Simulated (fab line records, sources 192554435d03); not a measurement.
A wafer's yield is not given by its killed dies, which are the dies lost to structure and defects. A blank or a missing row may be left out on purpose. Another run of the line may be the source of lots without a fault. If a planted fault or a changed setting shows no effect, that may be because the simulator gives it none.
Matching of chambers + flow n5Finfet + N5_BEOL_M10_ETCH_61 on rieDiel-02: 4 sister chambers
The step etches SiARC in CF4, target depth 39 nm, time 65 s. 4 wafers are shown with their chamber, then 9 later ones without.

== EACH WAFER AND ITS CHAMBER ==
| wafer  | chamber | showerheadPlenumPTorr (Torr) |
|--------|---------|------------------------------|
| L081.6 | 3       | 2.20                         |
| L083.2 | 0       | 2.05                         |
| L083.4 | 1       | 2.14                         |
| L083.6 | 2       | 2.04                         |

== WAFERS WHOSE CHAMBER IS MISSING ==
| wafer  | showerheadPlenumPTorr (Torr) |
|--------|------------------------------|
| L085.2 | 2.05                         |
| L085.5 | 2.04                         |
| L085.6 | 2.20                         |
| L092.3 | 2.04                         |
| L092.5 | 2.13                         |
| L092.6 | 2.20                         |
| L095.2 | 2.19                         |
| L095.5 | 2.04                         |
| L095.6 | 2.13                         |

== CHAMBER TAKEN BY EACH ==
| wafer  | from the rows above     | in truth |
|--------|-------------------------|----------|
| L085.2 | can't be placed: 0 or 2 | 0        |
| L085.5 | can't be placed: 2 or 0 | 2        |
| L085.6 | 3                       | 3        |
| L092.3 | can't be placed: 2 or 0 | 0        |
| L092.5 | 1                       | 1        |
| L092.6 | 3                       | 3        |
| L095.2 | 3                       | 3        |
| L095.5 | can't be placed: 2 or 0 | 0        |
| L095.6 | 1                       | 1        |
Correct placement for 5 of the 9. Unplaceable from these rows: 4, with the true chamber sitting among the candidates in 4. 0 placed wrongly.
How it was worked out, from the rows above alone: a wafer's distance from a chamber is the root of the sum, over the readings, of the square of ((its reading less the chamber's mean) divided by the reading's scatter). If the next closest chamber is less than 2 further off than the closest, the wafer can't be placed; otherwise it belongs to the closest. For every chamber, the mean is computed from those of its wafers that are shown. The scatter: root of mean squared gap, hidden wafer to nearest shown wafer, with one shown wafer a chamber.
